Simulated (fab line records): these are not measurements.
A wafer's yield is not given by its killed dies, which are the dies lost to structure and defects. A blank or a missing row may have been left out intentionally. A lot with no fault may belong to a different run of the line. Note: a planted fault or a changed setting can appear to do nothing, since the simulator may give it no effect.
The tool behind it: which one?	flow n5 finfet	27 wafers from 9 lots sampled at 7 of the route's 1938 steps

== WHAT THE GAUGES READ, wafer by wafer ==
N5_FIN_SAQP_INSPECT_18: inspects for defects (brightfield).
lot	measured	on	raw defect count
L780	day 2 09:49	defect inspect-02	251 327 390
L782	day 2 21:46	defect inspect-02	505 427 499
L786	day 4 00:01	defect inspect-01	389 360 575
L789	day 4 18:50	defect inspect-01	498 400 422
L790	day 5 00:45	defect inspect-01	1580 1605 1389
L792	day 5 14:08	defect inspect-01	1273 1186 1276
L794	day 5 23:33	defect inspect-01	312 452 324
L797	day 6 18:04	defect inspect-02	340 527 461
L800	day 7 09:20	defect inspect-01	431 396 354

N5_FIN_SAQP_INSPECT_40: inspects for defects (brightfield).
lot	measured	on	raw defect count
L780	day 2 14:40	defect inspect-02	197 255 228
L782	day 3 03:12	defect inspect-01	311 333 410
L786	day 4 04:27	defect inspect-02	277 280 213
L789	day 5 00:44	defect inspect-02	159 212 252
L790	day 5 07:22	defect inspect-01	1347 1210 1296
L792	day 5 18:37	defect inspect-02	1071 1059 1150
L794	day 6 04:08	defect inspect-02	205 182 202
L797	day 6 22:24	defect inspect-02	234 321 256
L800	day 7 13:31	defect inspect-02	255 252 204

N5_FIN_CUT_INSPECT_10: inspects for defects (brightfield).
lot	measured	on	raw defect count
L780	day 2 15:11	defect inspect-01	41 71 67
L782	day 3 03:43	defect inspect-02	49 45 71
L786	day 4 04:58	defect inspect-02	55 46 38
L789	day 5 01:07	defect inspect-01	27 44 35
L790	day 5 07:52	defect inspect-02	1086 1014 977
L792	day 5 19:00	defect inspect-01	949 900 1017
L794	day 6 04:31	defect inspect-02	43 27 36
L797	day 6 22:47	defect inspect-02	33 38 41
L800	day 7 13:54	defect inspect-01	41 48 44

== EACH LOT AND THE TOOL THAT RAN IT (in order: tool; ch and the chambers of the sampled wafers; start) ==
lot	N5_PMOS_HMC_CHANNEL_EPI_ETCH_32	N5_FIN_SAQP_ALD_61	N5_FIN_SAQP_SPACER1_ALD_24	N5_FIN_SAQP_SPACER2_ETCHBACK_29
L780	rie diel-02 ch 0,1,2, day 2 05:13	ald sin-03 ch 0,1,3, day 2 08:26	ald sin-04 ch 0,1,3, day 2 10:59	rie diel-04 ch 0,1,3, day 2 13:52
L782	rie diel-02 ch 0,1,2, day 2 17:15	ald sin-03 ch 1,2, day 2 20:29	ald sin-02 ch 0,1, day 2 22:57	rie diel-03 ch 0,1,2, day 3 02:21
L786	rie diel-02 ch 0,1,2, day 3 19:22	ald sin-02 ch 0,1,3, day 3 22:44	ald sin-04 ch 0,3, day 4 01:20	rie diel-03 ch 0,1,2, day 4 03:37
L789	rie diel-06 ch 0,3, day 4 12:40	ald sin-03 ch 0,2,3, day 4 17:33	ald sin-03 ch 0,1,3, day 4 20:00	rie diel-05 ch 0,1, day 4 23:56
L790	rie diel-06 ch 0,1,2, day 4 17:55	ald sin-03 ch 0,2,3, day 4 23:23	ald sin-03 ch 0,1,2, day 5 01:52	rie diel-03 ch 0,2,3, day 5 06:28
L792	rie diel-06 ch 0,1,3, day 5 06:50	ald sin-03 ch 0,1,2, day 5 12:41	ald sin-03 ch 2,3, day 5 15:22	rie diel-04 ch 0,3, day 5 17:50
L794	rie diel-02 ch 2,3, day 5 17:38	ald sin-02 ch 0,2, day 5 22:12	ald sin-02 ch 0,2, day 6 00:40	rie diel-03 ch 0,1,2, day 6 03:19
L797	rie diel-06 ch 0,1,3, day 6 11:28	ald sin-04 ch 1,2, day 6 16:49	ald sin-04 ch 0,2,3, day 6 19:21	rie diel-05 ch 0,2, day 6 21:37
L800	rie diel-02 ch 1,3, day 7 05:14	ald sin-04 ch 0,2, day 7 08:05	ald sin-03 ch 0,1,3, day 7 10:28	rie diel-03 ch 0,1,2, day 7 12:43
- N5_PMOS_HMC_CHANNEL_EPI_ETCH_32: etches BARC in N2/H2, stops on SiO2, target depth 85.8 nm, time 50.3 s.
- N5_FIN_SAQP_ALD_61: deposits SiO2, target thk 4 nm, pulse time 1 s, purge time 2 s.
- N5_FIN_SAQP_SPACER1_ALD_24: deposits SiO2, target thk 20.3 nm, pulse time 1 s, purge time 2 s.
- N5_FIN_SAQP_SPACER2_ETCHBACK_29: etches SiO2 in CHF3/O2, target depth 12.2 nm, time 6.1 s.

== WHAT THE TOOLS THEMSELVES READ (means of the sampled wafers that have a number; where no wafer has one, the mark that the record gives instead) ==
N5_PMOS_HMC_CHANNEL_EPI_ETCH_32.
lot	tool	drypump motor current A (A)	oes product au (a.u.)	rf vpp V (V)	showerhead plenum p Torr (Torr)	throttle valve pct (%)
L780	rie diel-02	5.53	0.72	525.1	2.58	17.68
L782	rie diel-02	5.52	0.72	524.5	2.57	17.68
L786	rie diel-02	5.55	0.70	525.3	2.57	17.70
L789	rie diel-06	5.86	0.72	526.3	2.64	17.58
L790	rie diel-06	5.52	0.62	524.3	2.57	17.95
L792	rie diel-06	5.68	0.66	524.9	2.58	17.80
L794	rie diel-02	5.68	0.71	524.1	2.54	17.49
L797	rie diel-06	5.67	0.66	524.1	2.58	17.82
L800	rie diel-02	5.56	0.70	521.5	2.47	17.83

N5_FIN_SAQP_ALD_61.
lot	tool	heater power outer w (W)	heater power w (W)	precursor pulse height rel
L780	ald sin-03	273	478	1.007
L782	ald sin-03	292	497	1.004
L786	ald sin-02	268	445	0.991
L789	ald sin-03	276	479	1.004
L790	ald sin-03	277	480	0.989
L792	ald sin-03	267	477	1.014
L794	ald sin-02	270	443	0.984
L797	ald sin-04	267	477	0.999
L800	ald sin-04	243	459	1.008

N5_FIN_SAQP_SPACER1_ALD_24.
lot	tool	heater power outer w (W)	heater power w (W)	precursor pulse height rel
L780	ald sin-04	256	463	0.985
L782	ald sin-02	292	486	0.999
L786	ald sin-04	241	459	0.989
L789	ald sin-03	275	481	1.000
L790	ald sin-03	268	468	0.998
L792	ald sin-03	293	505	0.992
L794	ald sin-02	278	461	1.020
L797	ald sin-04	250	466	1.012
L800	ald sin-03	275	484	0.993

N5_FIN_SAQP_SPACER2_ETCHBACK_29.
lot	tool	drypump motor current A (A)	oes product au (a.u.)	rf vpp V (V)	showerhead plenum p Torr (Torr)	throttle valve pct (%)
L780	rie diel-04	6.3	0.77	531	2.45	18.63
L782	rie diel-03	5.9	0.81	522	2.43	18.93
L786	rie diel-03	6.0	0.80	522	2.43	18.95
L789	rie diel-05	5.3	0.72	508	2.36	18.68
L790	rie diel-03	5.6	0.81	525	2.43	19.07
L792	rie diel-04	6.4	0.74	533	2.44	18.68
L794	rie diel-03	6.0	0.78	521	2.42	18.97
L797	rie diel-05	5.9	0.69	510	2.27	18.82
L800	rie diel-03	6.0	0.77	521	2.42	19.00

== THE ANSWER, worked out from the rows above alone ==
Rule: usual is defined by the lots themselves. The widest of any qualifying gaps counts: lots, ordered by their means at a reading, are off when they make up no more than a third of the lots, leave a main group of 4 or more, and stand apart from it by 3 or more times the standard deviation of that group's means. A main group whose means are all the same, to the digits that the tables above print for the reading, isn't used. Also off: a lot with no number at a reading for which 4 or more lots have one. All remaining lots with rows at the step are treated as sound. First the gauges in route order, then the tools' own readings, where a lot's mean is used as printed above. At the first step where some lot is off, the reading lying furthest off is the one used; lots without a number count as furthest.
Off at N5_FIN_SAQP_INSPECT_18 (raw defect count): L790, L792. Mean 411 and standard deviation 50 in the main group.
A tool fits if, at a process step before that reading, it ran every lot that is off, and no sound lot after the first of them. Not tried: the gauges at N5_FIN_SAQP_INSPECT_18; whatever is off there is also off at N5_PMOS_HMC_CHANNEL_EPI_ETCH_32, on other tools, and gauge error can't account for it. One candidate fits, namely ald sin-03 at N5_FIN_SAQP_ALD_61. A fault onset in the window from L789 (day 4 17:33, its last sound lot) to L790 (day 4 23:23, its first lot off) fits.

== WHAT WAS PUT IN BY THE SIMULATOR ==
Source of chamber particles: ald sin-03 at N5_FIN_SAQP_ALD_61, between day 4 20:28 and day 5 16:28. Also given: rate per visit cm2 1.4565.
Struck lots among those shown: L790, L792. This agrees with what the rule above found.
